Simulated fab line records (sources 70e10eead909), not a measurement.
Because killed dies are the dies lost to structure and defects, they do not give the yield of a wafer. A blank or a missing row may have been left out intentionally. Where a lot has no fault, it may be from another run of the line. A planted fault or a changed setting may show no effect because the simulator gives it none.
fab line records | flow nand_harc
[record] lots = 13 wafers = 37 last_day = 33
route steps=1302 shown A_WL_FILL@953 END@1302
lots that met no fault: from a run of the same line without faults
start_h: start of the lot's first displayed wafer, in hours after the record's first day | wait_h: time in hours since the lot's previous step | " repeats the value in the row above | L1.1+2: a single row standing in for several wafers | - either no value or no given start | * or withheld: withheld | < > ~ a bound
route shown NAME@n: NAME is a module with steps in the file, n the number in the route of the first one | usual: mean/standard deviation of fault-free wafers | same: alike in all rows | chamber/n: place in a boat | sites: the reading at each site | _std_site: the values' standard deviation | _edge_site: mean of outer sites minus mean of inner sites | radius_mm: for every site, how far away it sits from the centre of the wafer | mask NAME#n: copy n | behind: the last tool/chamber to shape the wafer | hold: what put the lot on hold/how long, in hours/how the hold closed | device: the n, p or np transistor that did not switch | end of line: at the end of the route, the tests of the same wafers | a step given without rows: its recipe and nothing more | killed: count of dies lost to structure and defects at first sort (not the wafer's yield) | map: shows each die of a wafer: x if killed, . if not, _ if none is there
set.NAME: the run value of the setting; set.NAME@STEP: its run value at that earlier step | model.NAME: the simulator's own value behind a step, which no gauge read
the route's steps for a sample of lots (tables are steps, rows are wafers)
services: when a tool's chamber went out of use (start_h, in hours from the record's first day, below 0 if earlier), for how many hours, and the reason
[[steps]]
[step NHARC_A_WL_FILL_RTA_01]
[recipe] temp_c = 1000 time_s = 5
[usual] lamp_power_pct = 31.2/1.5 wafer_temp_C_max = 1006.0/1.9
// columns lot.wafer tool chamber start_h wait_h lamp_power_pct wafer_temp_C_max
L424.2 rtp_anneal-01 0 480.01 - 29.4 1009.3
L424.3 " 0 " " 29.3 1007.2
L424.4 " 0 " " 29.3 1009.1
L425.1 rtp_anneal-02 0 480.15 - 32.5 1005.0
L425.3 " 0 " " 32.4 1005.3
L425.4 " 0 " " 32.4 1003.9
L426.1 rtp_anneal-01 0 512.65 - 29.4 1007.2
L426.2 " 0 " " 29.3 1007.4
L426.6 " 0 " " 29.3 1006.9
L429.1 rtp_anneal-02 0 512.67 - 32.4 1004.1
L429.4 " 0 " " 32.4 1002.5
L429.5 " 0 " " 32.4 1003.3
L431.1 rtp_anneal-02 0 533.21 - 32.4 1004.2
L431.4 " 0 " " 32.4 1003.9
L431.5 " 0 " " 32.5 1004.8
L430.1 rtp_anneal-01 0 537.87 - 29.3 1009.8
L430.6 " 0 " " 29.4 1005.9
L432.1 rtp_anneal-02 0 555.36 - 32.5 1005.4
L432.5 " 0 " " 32.4 1004.3
L439.1 rtp_anneal-01 0 623.77 0.2 29.4 1005.9
L439.2 " 0 " " 29.3 1004.8
L439.4 " 0 " " 29.3 1009.0
L437.1 rtp_anneal-01 0 632.22 - 29.4 1010.4
L437.3 " 0 " " 29.4 1007.3
L437.5 " 0 " " 29.4 1006.6
L440.4 rtp_anneal-01 0 646.96 - 29.4 1008.6
L440.5 " 0 " " 29.3 1010.3
L440.6 " 0 " " 29.3 1006.7
L442.1 rtp_anneal-02 0 663.75 - 32.5 1004.2
L442.4 " 0 " " 32.4 1004.0
L442.5 " 0 " " 32.5 1004.4
L444.1 rtp_anneal-02 0 687.37 - 32.4 1003.5
L444.3 " 0 " " 32.5 1004.1
L444.5 " 0 " " 32.5 1006.1
L445.1 rtp_anneal-02 0 691.18 - 32.5 1007.5
L445.4 " 0 " " 32.5 1006.4
L445.6 " 0 " " 32.5 1005.3
[step NHARC_A_WL_FILL_ETCHBACK_04]
[recipe] target_depth_a = 600 time_s = 120 chemistry = NF3
[usual] drypump_motor_current_A = 5.55/0.25 oes_product_au = 1.004/0.014 run_length_s = 141.3/0.33
// columns lot.wafer tool chamber start_h wait_h drypump_motor_current_A oes_product_au rf_hours_counter_h run_length_s
L424.2 rie_metal-02 0 481.04 0.4 5.71 1.004 0.3 141.1
L424.3 " 1 " " 5.78 1.013 - 141.2
L424.4 " 0 " " 5.70 0.994 - 141.9
L425.1 rie_metal-03 0 481.21 0.4 5.31 0.992 2.3 142.0
L425.3 " 1 " " 5.16 0.999 - 141.4
L425.4 " 0 " " 5.32 0.991 - 141.3
L426.1 rie_metal-02 0 513.67 0.3 5.69 1.000 1.0 141.3
L426.2 " 1 " " 5.76 1.011 1.0 141.3
L426.6 " 1 " " 5.78 1.016 - 141.2
L429.1 rie_metal-03 1 513.71 0.3 5.15 1.013 2.8 141.3
L429.4 " 1 " " 5.15 1.008 - 141.1
L429.5 " 1 " " 5.14 1.006 - 141.2
L431.1 rie_metal-03 0 534.25 0.3 5.26 1.005 0.0 132.4
L431.4 " 1 " " 5.14 1.032 - 141.7
L431.5 " 1 " " 5.15 1.031 - 141.2
L430.1 rie_metal-03 0 539.00 0.3 5.31 1.007 0.2 132.3
L430.6 " 1 " " 5.16 1.031 - 131.9
L432.1 rie_metal-03 1 556.38 0.3 5.17 1.038 0.5 132.4
L432.5 " 1 " " 5.17 1.028 - 141.3
L439.2 rie_metal-02 1 624.87 0.3 5.75 1.005 3.0 141.7
L439.1 " 0 " " 5.72 1.008 3.0 141.3
L439.4 " 1 " " 5.76 1.013 - 141.2
L437.1 rie_metal-03 1 633.36 0.3 5.14 1.031 1.5 141.5
L437.3 " 0 " " 5.30 0.996 - 141.6
L437.5 " 1 " " 5.13 1.014 - 141.1
L440.4 rie_metal-02 0 648.15 0.3 5.68 0.998 - 141.3
L440.5 " 0 " " 5.67 0.995 - 141.4
L440.6 " 1 " " 5.75 1.000 - 141.8
L442.1 rie_metal-03 0 664.80 0.3 5.28 1.005 2.0 141.2
L442.4 " 1 " " 5.16 1.036 - 141.0
L442.5 " 1 " " 5.15 1.035 - 141.5
L444.1 rie_metal-01 0 688.53 0.4 5.40 0.970 1.6 141.7
L444.3 " 0 " " 5.41 0.974 - 141.4
L444.5 " 0 " " 5.39 0.971 - 142.2
L445.1 rie_metal-02 1 692.25 0.4 5.75 1.018 0.8 141.2
L445.4 " 0 " " 5.70 0.996 - 141.6
L445.6 " 0 " " 5.66 0.991 - 141.1
[step NHARC_A_WL_FILL_STRIP_29]
[recipe] time_s = 20 o2_flow_sccm = 500 ar_flow_sccm = 0 bias_w = 0 chemistry = O2
[usual] drypump_motor_current_A = 5.87/0.29 oes_product_au = 1.002/0.014 rf_vpp_V = 57.7/0.9 showerhead_plenum_p_Torr = 3.47/0.15 throttle_valve_pct = 17.036/0.0091
// columns lot.wafer tool chamber start_h wait_h drypump_motor_current_A oes_product_au rf_hours_counter_h rf_vpp_V showerhead_plenum_p_Torr throttle_valve_pct
L425.1 rie_diel-01 3 493.68 0.1 5.76 1.015 3.7 57.5 3.32 17.051
L425.4 " 0 " " 6.05 1.005 3.6 58.4 3.48 17.025
L425.3 " 1 " " 5.86 0.988 3.4 55.6 3.36 17.032
L424.4 rie_diel-05 3 493.75 0.1 5.81 1.010 3.1 57.8 3.48 17.036
L424.2 " 0 " " 6.03 0.995 3.6 56.2 3.32 17.028
L424.3 " 1 " " 6.03 1.005 3.3 57.6 3.56 17.044
L426.1 rie_diel-05 0 523.70 0.1 5.97 0.991 5.0 55.3 3.32 17.028
L426.2 " 1 " " 6.02 0.999 4.4 57.7 3.55 17.034
L426.6 " 1 " " 6.02 1.020 - 59.0 3.55 17.057
L429.4 rie_diel-05 0 526.82 0.1 5.97 0.993 5.0 57.6 3.32 17.041
L429.1 " 2 " " 5.84 1.017 4.1 58.0 3.64 17.039
L429.5 " 0 " " 5.98 1.000 - 58.0 3.32 17.043
L431.1 rie_diel-05 3 544.40 0.1 5.82 1.006 5.5 57.1 3.48 17.030
L431.4 " 1 " " 6.02 1.012 5.4 57.6 3.55 17.033
L431.5 " 3 " " 5.82 0.999 - 58.5 3.48 17.033
L430.1 rie_diel-12 3 550.53 0.1 5.69 1.026 3.1 58.5 3.79 17.042
L430.6 " 3 " " 5.69 1.032 - 58.0 3.79 17.032
L432.1 rie_diel-12 2 566.86 0.1 5.16 1.000 3.8 57.9 3.33 17.034
L432.5 " 2 " " 5.16 0.995 - 57.4 3.33 17.027
L439.1 rie_diel-05 1 634.92 0.1 6.04 0.966 2.7 57.2 3.55 17.030
L439.4 " 2 " " 5.86 1.017 2.8 56.4 3.63 17.023
L439.2 " 3 " " 5.81 1.004 2.7 56.1 3.48 17.032
L437.1 rie_diel-01 1 644.34 0.1 5.89 1.025 2.1 57.2 3.36 17.038
L437.3 " 2 " " 6.37 1.003 2.2 57.7 3.39 17.033
L437.5 " 3 " " 5.77 1.009 - 57.5 3.32 17.032
L440.4 rie_diel-01 1 657.81 0.1 5.87 1.022 2.2 56.6 3.36 17.036
L440.6 " 2 " " 6.33 1.005 - 59.5 3.39 17.035
L440.5 " 3 " " 5.77 1.000 - 57.5 3.32 17.047
L442.4 rie_diel-12 2 676.31 0.1 5.15 1.007 1.3 57.2 3.33 17.045
L442.1 " 3 " " 5.69 0.987 1.5 57.1 3.79 17.045
L442.5 " 2 " " 5.16 1.021 - 56.0 3.33 17.041
L445.4 rie_diel-01 2 701.93 0.1 6.33 0.998 4.1 57.1 3.39 17.019
L445.1 " 0 " " 6.10 1.001 3.5 57.1 3.47 17.032
L445.6 " 3 " " 5.78 1.006 - 57.7 3.32 17.020
L444.3 rie_diel-12 3 701.95 0.1 5.69 0.992 2.3 58.5 3.79 17.039
L444.1 " 2 " " 5.14 0.997 1.9 55.5 3.33 17.034
L444.5 " 2 " " 5.12 1.008 - 58.5 3.33 17.033
[step NHARC_A_WL_FILL_ETCHBACK_17]
[recipe] target_depth_a = 40 time_s = 26.7 chemistry = Cl2/BCl3
[usual] drypump_motor_current_A = 5.52/0.25 oes_product_au = 1.005/0.013 run_length_s = 48.0/0.32
// columns lot.wafer tool chamber start_h wait_h drypump_motor_current_A oes_product_au rf_hours_counter_h run_length_s
L425.1 rie_metal-03 0 493.79 - 5.32 0.995 2.5 48.1
L425.3 " 1 " " 5.14 1.008 - 47.8
L425.4 " 0 " " 5.30 1.001 - 48.8
L424.2 rie_metal-01 1 493.84 - 5.85 1.005 1.6 47.3
L424.4 " 1 " " 5.85 1.006 - 47.9
L424.3 " 0 " " 5.39 0.990 - 48.6
L426.2 rie_metal-02 0 523.79 - 5.71 1.011 1.2 48.4
L426.1 " 1 " " 5.75 1.004 1.2 48.2
L426.6 " 1 " " 5.76 1.007 - 48.4
L429.1 rie_metal-01 1 526.92 - 5.86 1.014 2.0 47.3
L429.4 " 0 " " 5.40 0.996 - 48.1
L429.5 " 0 " " 5.40 0.985 - 48.1
L431.1 rie_metal-01 0 544.49 - 5.39 0.998 2.6 48.1
L431.4 " 1 " " 5.83 1.009 - 47.3
L431.5 " 0 " " 5.43 1.001 - 48.5
L430.1 rie_metal-02 0 550.62 - 5.68 1.016 1.7 48.2
L430.6 " 1 " " 5.76 1.009 - 48.5
L432.1 rie_metal-03 0 566.95 - 5.29 1.008 0.8 48.2
L432.5 " 1 " " 5.15 1.030 - 47.9
L439.1 rie_metal-01 0 635.01 - 5.39 0.988 0.8 48.5
L439.2 " 1 " " 5.82 0.998 1.3 47.5
L439.4 " 0 " " 5.40 0.992 - 48.5
L437.1 rie_metal-03 1 644.42 - 5.15 1.046 1.7 48.4
L437.3 " 0 " " 5.29 1.010 - 48.3
L437.5 " 1 " " 5.17 1.030 - 48.1
L440.4 rie_metal-01 0 657.95 - 5.39 0.978 - 48.3
L440.6 " 1 " " 5.83 0.994 - 47.5
L440.5 " 0 " " 5.38 0.973 - 48.2
L442.1 rie_metal-02 0 676.42 - 5.69 1.009 0.5 47.8
L442.4 " 0 " " 5.68 1.007 - 48.3
L442.5 " 0 " " 5.70 1.007 - 48.5
L445.1 rie_metal-02 0 702.01 - 5.74 0.990 1.0 48.3
L445.4 " 0 " " 5.72 0.997 - 48.0
L445.6 " 1 " " 5.76 1.024 - 48.3
L444.1 rie_metal-01 0 702.04 - 5.38 0.978 2.1 48.0
L444.3 " 1 " " 5.82 1.017 - 47.6
L444.5 " 0 " " 5.37 0.977 - 48.5
[step NHARC_END_SORT_01]
[recipe] temp_c = 25
[usual] killed_at_array = 64/20 killed_at_other = 0.7/1.1 killed_at_periphery = 3.6/2.7 killed_dies = 68/20 killed_open = 2.8/1.9 killed_short = 2.3/1.5
[same] gross_dies = 677
// columns lot.wafer tool chamber start_h wait_h killed_at_array killed_at_other killed_at_periphery killed_dies killed_open killed_short
L439.1 prober-01 0 725.65 2.5 81 0 6 87 4 0
L439.2 prober-01 0 726.44 2.8 82 0 3 85 0 2
L439.4 prober-01 0 728.03 3.4 78 1 9 88 5 1
// killed by level:class
L439.1 A_CHANNEL_HOLE_D1:chamber_film_flake=39 A_SLIT:chamber_film_flake=32 A_CONTACT:chamber_film_flake=4 P_STI:chamber_film_flake=2 P_GATE:chamber_film_flake=2 A_STAIRCASE:chamber_film_flake=2 P_M0:geometric_particle:open=1 A_ONON_D1:geometric_particle:open=1
L439.2 A_CHANNEL_HOLE_D1:chamber_film_flake=42 A_SLIT:chamber_film_flake=26 A_CONTACT:chamber_film_flake=6 A_STAIRCASE:chamber_film_flake=5 A_ONON_D1:geometric_particle:short=1 A_SGD_CUT:geometric_particle:short=1 P_STI:chamber_film_flake=1 P_GATE:chamber_film_flake=1
L439.4 A_CHANNEL_HOLE_D1:chamber_film_flake=37 A_SLIT:chamber_film_flake=30 A_CONTACT:chamber_film_flake=7 P_CONTACT:chamber_film_flake=5 P_STI:chamber_film_flake=2 P_M0:geometric_particle:open=1 A_CHANNEL_FILL_D1:geometric_particle:open=1 A_ONON_D2:geometric_particle:open=1
[[services]]
// columns tool chamber start_h hours kind
rie_diel-12 0 468.24 1.4 repair
rie_metal-01 0 473.30 5.2 repair
rie_diel-12 3 503.27 4.2 repair
rie_metal-03 0 513.37 3.7 repair
rie_metal-03 - 519.00 9.0 pm
rie_metal-03 0 519.00 9.0 vent_cycle
rie_metal-03 1 519.00 9.0 vent_cycle
rie_metal-03 0 528.00 - clean
rie_metal-03 1 528.00 - clean
rie_metal-01 - 556.75 0.5 repair
rie_diel-01 - 557.80 9.0 pm
rie_diel-05 1 562.57 6.9 repair
rie_metal-01 0 573.81 24.2 repair
rie_diel-12 1 574.03 8.2 repair
rie_metal-01 - 575.00 9.0 pm
rie_diel-05 - 583.60 9.0 pm
rie_diel-12 3 609.20 3.6 repair
rie_diel-12 - 622.51 9.0 pm
rie_metal-02 - 631.07 9.0 pm
rie_diel-12 2 679.42 5.0 repair
rie_diel-01 - 681.01 3.2 repair
rie_diel-01 0 692.81 4.3 repair
rie_diel-12 0 694.36 9.4 repair
rie_metal-03 - 696.00 9.0 pm
[[key]]
[first_sign] step = NHARC_A_WL_FILL_ETCHBACK_04 reading = run_length_s direction = down sigmas = 27 usual = * struck = *
effect none on later readings
met_at NHARC_A_WL_FILL_ETCHBACK_04
struck_lots L430,L431,L432
struck_wafers L430.1,L430.6,L431.1,L432.1
tester_left_out L430,L431,L432
not_acting_at NHARC_A_WL_FILL_RTA_01,NHARC_A_WL_FILL_STRIP_29,NHARC_A_WL_FILL_ETCHBACK_17
onset_between 513.71 534.25
[fault] kind = process_parameter_drift tool = rie_metal-03 chamber = - onset_h = 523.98 steps = NHARC_A_WL_FILL_ETCHBACK_04 channel = time_s offset = * shape = step end_h = 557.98 scope = struck_wafers_only acts_in = * stated = *
// tester_left_out: of these lots the tester's yield and bins aren't shown, on N5 and GAA mostly nor the transistor test; their killed dies are dies lost to structure and defects alone, not to doping, threshold or leakage, so they don't give the yield
